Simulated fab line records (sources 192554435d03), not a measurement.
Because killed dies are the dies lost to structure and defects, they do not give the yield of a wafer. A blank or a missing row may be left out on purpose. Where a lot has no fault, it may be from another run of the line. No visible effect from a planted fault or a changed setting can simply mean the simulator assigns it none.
Comparing a struck lot with a sound one + flow n5Finfet + 16 steps out of a route of 1938
Sound: the wafers L206.1, L206.2, L206.4. Struck: wafers L208.1, L208.3, L208.5. Last of all comes the cause.
Order at every step that has rows: each side's tool, ch and its chambers, its first start. Under that, the readings that differ: sound wafers + struck wafers + difference of the means + sigmas: that difference in standard deviations of wafers without a fault.
alike: words and numbers the same on both sides, and readings whose means are apart by under 2 such deviations; not compared: readings that were withheld, readings missing a value for some wafer, numbers with overlapping values and no deviation given by the record, and bounds like >300 which may hide the same value.
The two part at a step that has a row with sigmas, a row that says differs or no value, or rows on one side only. Non-overlapping numbers with no deviation appear without sigmas and do not part them. A reading that every wafer of one side lacks parts them only if that side has two wafers or more.

first, 6 steps without rows for these wafers: N5_BEOL_M1_COAT_05 (resist thk 30 nm); N5_BEOL_M1_EBR_07; N5_BEOL_M1_SOFTBAKE_06 (time 60 s); N5_BEOL_M1_EXPOSE_08 (exposes mask M1); N5_BEOL_M1_PEB_09 (peb time 60 s); N5_BEOL_M1_DEVELOP_10 (develop time 30 s).
N5_BEOL_M1_CD_MEAS_11 targets a cd of 17.05 nm.
  sound on cdSem-03 ch 0, day 7 15:41; struck on cdSem-03 ch 0, day 8 07:28
  alike: cdNm
N5_BEOL_M1_OVL_MEAS_12:
  sound on overlay-02 ch 0, day 7 15:43; struck on overlay-02 ch 0, day 8 07:30
| reading     | sound          | struck       | difference | sigmas |
|-------------|----------------|--------------|------------|--------|
| M1_OVL (nm) | -0.4 -1.7 -2.2 | 0.6 -0.3 0.2 | +1.6       | +2     |
N5_BEOL_M1_INSPECT_13: inspects for defects (brightfield).
  sound: defectInspect-01 at day 7 15:47; struck: defectInspect-02 at day 8 07:34
  alike: rawDefectCount
N5_BEOL_M1_DESCUM_16: chemistry O2, time 7 s.
  sound on rieDiel-03 ch 0,1,3, day 7 15:49; struck on rieDiel-03 ch 0,2,3, day 8 07:36
  alike: drypumpMotorCurrentA, oesProductAu, rfVppV, showerheadPlenumPTorr, tempC, throttleValvePct
  not compared: rfHoursCounterH
N5_BEOL_M1_ETCH_74: etches underlayer in N2/H2, target depth 6.5 nm, time 5.2 s.
  sound on rieDiel-03 ch 0,1,3, day 7 15:51; struck on rieDiel-03 ch 0,2,3, day 8 07:38
  alike: biasW, drypumpMotorCurrentA, etchRfOnTimeS, oesProductAu, rfVppV, showerheadPlenumPTorr, throttleValvePct
  not compared: rfHoursCounterH
N5_BEOL_M1_ETCH_63: etches SiARC in CF4, target depth 15.6 nm, time 26 s.
  sound on rieDiel-03 ch 0,1,3, day 7 15:52; struck on rieDiel-03 ch 0,2,3, day 8 07:39
  alike: biasW, cf4FlowSccm, drypumpMotorCurrentA, etchRfOnTimeS, mfcArSccm, oesProductAu, rfVppV, showerheadPlenumPTorr, throttleValvePct
  not compared: rfHoursCounterH
N5_BEOL_M1_ETCH_64: etches SOC in N2/H2, target depth 75 nm, overetch 15 nm, time 112.5 s.
  sound on rieDiel-03 ch 0,1,3, day 7 15:54; struck on rieDiel-03 ch 0,2,3, day 8 07:41
| reading                                   | sound             | struck            | difference | sigmas      |
|-------------------------------------------|-------------------|-------------------|------------|-------------|
| biasW (W)                                 | 150.1 150.0 150.1 | 197.9 197.2 198.0 | +47.6      | +99 or more |
| rfVppV (V)                                | 524.8 519.2 522.6 | 619.7 621.6 618.8 | +97.8      | +41         |
| model.SiARC_of_BEOL_M1_COAT_62.thkNm (nm) | 6.8 6.8 6.8       | 4.8 5 5           | -1.9       |             |
  alike: drypumpMotorCurrentA, oesProductAu, showerheadPlenumPTorr, tempC, throttleValvePct
  not compared: rfHoursCounterH
then, 1 step without rows for these wafers: N5_BEOL_M1_STRIP_65 (strips in N2/H2).
N5_BEOL_M4_RC_MEAS_101:
  sound on prober-02 ch 0, day 9 08:16; struck on prober-02 ch 0, day 10 02:19
  alike: DIBL_N, DIBL_P, IOFF_N, IOFF_P, ION_N, ION_P, SS_N, SS_P, VT_N, VT_P
then, 1 step without rows for these wafers: N5_PASSIVATION_PROBE_49.

== WHERE THEY PART ==
Earliest at N5_BEOL_M1_OVL_MEAS_12; latest, in this record, at N5_BEOL_M1_ETCH_64. Later steps at which nothing parts them and some readings are alike: N5_BEOL_M4_RC_MEAS_101.

WHY: what the simulator had put in
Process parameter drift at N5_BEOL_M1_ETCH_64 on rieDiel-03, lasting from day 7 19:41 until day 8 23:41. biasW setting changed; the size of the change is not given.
